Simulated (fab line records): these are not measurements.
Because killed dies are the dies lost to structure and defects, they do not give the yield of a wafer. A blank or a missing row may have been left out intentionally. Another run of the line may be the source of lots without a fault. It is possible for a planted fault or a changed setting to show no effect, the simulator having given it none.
Which tool did it?    flow n5 finfet    11 lots, 31 wafers sampled, at 3 steps of a route of 1938

== WHAT THE GAUGES SHOWED, per wafer ==
N5_BEOL_M9_INSPECT_13: inspects for defects (brightfield). Usual: raw defect count 419, standard deviation 83.
lot   measured      on                 raw defect count  flag
L646  day 11 04:49  defect inspect-01  445 352 405       
L648  day 11 08:06  defect inspect-01  435 360 502       
L650  day 12 00:40  defect inspect-02  430 311 410       
L652  day 12 13:20  defect inspect-02  277 478           
L651  day 12 17:26  defect inspect-02  446 389 437       
L653  day 12 19:53  defect inspect-02  517 374 511       
L655  day 13 03:30  defect inspect-02  483 438 381       
L657  day 14 03:55  defect inspect-02  518 371           
L660  day 14 19:42  defect inspect-01  267 344 337       
L664  day 14 22:16  defect inspect-01  304 363 380       
L665  day 16 00:35  defect inspect-02  390 542 483       

== WHAT TOOL EACH LOT RAN ON (gives the tool, then ch and the chambers of the sampled wafers, and finally the start) ==
lot   N5_BEOL_M8_CMP_52              N5_BEOL_M9_EXPOSE_08
L646  cmp-01 ch 1,2, day 11 01:05    arfi scanner-03 ch 0, day 11 04:39
L648  cmp-03 ch 0,1, day 11 05:13    arfi scanner-03 ch 0, day 11 07:55
L650  cmp-04 ch 0,2,3, day 11 21:09  arfi scanner-02 ch 0, day 12 00:29
L652  cmp-01 ch 0,1, day 12 10:58    arfi scanner-02 ch 0, day 12 13:10
L651  cmp-01 ch 1,2, day 12 14:16    arfi scanner-01 ch 0, day 12 17:16
L653  cmp-03 ch 0,2, day 12 16:05    arfi scanner-02 ch 0, day 12 19:43
L655  cmp-04 ch 0,1,3, day 13 01:07  arfi scanner-02 ch 0, day 13 03:19
L657  cmp-01 ch 0,2, day 14 01:29    arfi scanner-01 ch 0, day 14 03:44
L660  cmp-01 ch 0,1, day 14 17:25    arfi scanner-02 ch 0, day 14 19:32
L664  cmp-01 ch 0,3, day 14 19:20    arfi scanner-01 ch 0, day 14 22:06
L665  cmp-04 ch 1,2, day 15 21:10    arfi scanner-01 ch 0, day 16 00:24
- N5_BEOL_M8_CMP_52: polishes, stops on SiCOH lowk, t overpolish 6.9 s, target thk 80 nm.
- N5_BEOL_M9_EXPOSE_08: exposes mask M9.

== AS READ BY THE TOOLS THEMSELVES (means over the sampled wafers that have a number; for cases with no such wafer, the mark the record gives instead) ==
N5_BEOL_M8_CMP_52. Usual: barrier field endpoint s 28.9 s, standard deviation 0.66; edge zone pressure frac 1.000, standard deviation 0.0051; motor current A 6.1 A, standard deviation 0.62; overpolish run s 6.900 s, standard deviation 0.0088; slurry filter dp kPa 13.51 kPa, standard deviation 0.14; time to endpoint s 62.3 s, standard deviation 2.7.
lot   tool    barrier field endpoint s (s)  edge zone pressure frac  motor current A (A)  overpolish run s (s)  slurry filter dp kPa (kPa)  time to endpoint s (s)  flag
L646  cmp-01  29.1                          1.001                    6.1                  6.895                 13.49                       60.2                    
L648  cmp-03  28.7                          1.000                    5.8                  6.903                 13.47                       60.9                    
L650  cmp-04  28.4                          0.999                    6.2                  6.898                 13.55                       62.2                    
L652  cmp-01  29.7                          1.004                    6.8                  6.897                 13.59                       61.8                    
L651  cmp-01  28.5                          1.002                    5.8                  6.906                 13.48                       61.5                    
L653  cmp-03  28.7                          0.997                    6.7                  6.902                 13.50                       63.1                    
L655  cmp-04  29.5                          1.003                    6.1                  6.900                 13.55                       64.7                    
L657  cmp-01  28.4                          1.001                    6.3                  6.901                 13.66                       60.6                    
L660  cmp-01  28.6                          0.998                    6.4                  6.903                 13.50                       61.5                    
L664  cmp-01  28.4                          1.000                    6.7                  6.903                 13.36                       61.8                    
L665  cmp-04  28.8                          0.996                    5.9                  6.899                 13.43                       60.4                    

N5_BEOL_M9_EXPOSE_08. Usual: exposure dose mJ cm2 53.71, standard deviation 0.054; stage vel mm s 500.09 mm/s, standard deviation 0.27.
lot   tool             exposure dose mJ cm2  stage vel mm s (mm/s)  flag
L646  arfi scanner-03  53.70                 500.16                 
L648  arfi scanner-03  53.68                 499.71                 
L650  arfi scanner-02  53.82                 499.87                 
L652  arfi scanner-02  53.70                 500.25                 
L651  arfi scanner-01  53.69                 500.02                 
L653  arfi scanner-02  53.70                 500.26                 
L655  arfi scanner-02  52.28                 500.26                 OFF
L657  arfi scanner-01  53.70                 499.87                 
L660  arfi scanner-02  52.50                 500.05                 OFF
L664  arfi scanner-01  53.65                 499.77                 
L665  arfi scanner-01  53.69                 499.83                 

== THE ANSWER, worked out from the rows above alone ==
Rule: lot off if the mean of its wafers having a number is beyond 3 standard deviations from the usual mean. A lot without any number at a reading at which 4 lots or more have one is off too. Any other lot the step has rows for is counted as sound. First the gauges in route order, then the tools' own readings, where a lot's mean is used as printed above. At the first step where some lot is off, the reading lying furthest off is the one used; lots without a number count as furthest.
Off: L655, L660, at N5_BEOL_M9_EXPOSE_08 (exposure dose mJ cm2).
If a tool, at that step or one of the process steps before it, ran each lot that is off and ran no sound lot following the first of them, it fits. One candidate fits, namely arfi scanner-02 at N5_BEOL_M9_EXPOSE_08. A fault onset in the window from L653 (day 12 19:43, its last sound lot) to L655 (day 13 03:19, its first lot off) fits.
On the lots that are off, the tool's own readings at N5_BEOL_M9_EXPOSE_08 differ by more than 5 times the standard deviation of the sound lots' means, which bears it out; exposure dose mJ cm2 reads 52.39 there versus 53.70 on the sound lots.

== WHAT HAD BEEN PUT IN BY THE SIMULATOR ==
Drift in process parameters on arfi scanner-02 at N5_BEOL_M9_EXPOSE_08, starting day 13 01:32. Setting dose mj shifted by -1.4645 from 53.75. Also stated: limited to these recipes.
Lots struck among those shown: L655, L660. The rule given above showed the same thing.
